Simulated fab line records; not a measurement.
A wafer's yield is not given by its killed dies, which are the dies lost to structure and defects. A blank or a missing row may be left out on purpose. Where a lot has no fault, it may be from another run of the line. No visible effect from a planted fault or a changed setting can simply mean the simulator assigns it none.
Chamber matching	flow n5_finfet	N5_ILD0_LINER_00 on ald_sin-02: 4 sister chambers
The step material SiNx, target thk 4 nm, pulse time 1 s, purge time 2 s. 8 wafers are shown with their chamber, then 10 later ones without.

== EACH WAFER AND ITS CHAMBER ==
wafer	chamber	heater_power_w (W)	precursor_pulse_height_rel
L078.2	0	925	0.967
L078.4	3	868	1.044
L081.4	0	840	0.990
L085.1	3	827	0.989
L088.5	1	780	1.017
L088.6	2	883	0.991
L089.1	2	905	1.003
L089.4	1	760	0.977

== WAFERS WITHOUT THEIR CHAMBER ==
wafer	heater_power_w (W)	precursor_pulse_height_rel
L089.6	872	0.998
L094.1	764	0.998
L094.2	871	1.016
L094.3	857	1.015
L094.4	866	1.009
L094.5	865	1.027
L094.6	834	0.969
L095.1	846	1.002
L095.2	882	1.024
L095.5	894	0.975

== WHICH CHAMBER EACH ONE RAN IN ==
wafer	from the rows above	in truth
L089.6	can't be placed: 2 or 0 or 3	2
L094.1	1	1
L094.2	can't be placed: 3 or 2 or 0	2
L094.3	can't be placed: 3 or 2 or 0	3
L094.4	can't be placed: 3 or 2 or 0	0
L094.5	can't be placed: 3 or 2 or 0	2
L094.6	can't be placed: 0 or 3 or 2 or 1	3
L095.1	can't be placed: 3 or 2 or 0 or 1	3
L095.2	can't be placed: 3 or 2 or 0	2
L095.5	can't be placed: 0 or 2 or 3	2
Correctly placed: 1 of 10. These rows do not allow placing 9 (true chamber among the candidates in 9). Placed wrongly: 0.
How it was worked out, from the rows above alone: a wafer's distance from a chamber is the root of the sum, over the readings, of the square of ((its reading less the chamber's mean) divided by the reading's scatter). If the next closest chamber is less than 2 further off than the closest, the wafer can't be placed; otherwise it belongs to the closest. For every chamber, the mean is computed from those of its wafers that are shown. How the scatter is found: for the shown wafers, subtract from each reading the mean of its chamber, square and add these, divide the total by (wafers less chambers), then take the root.
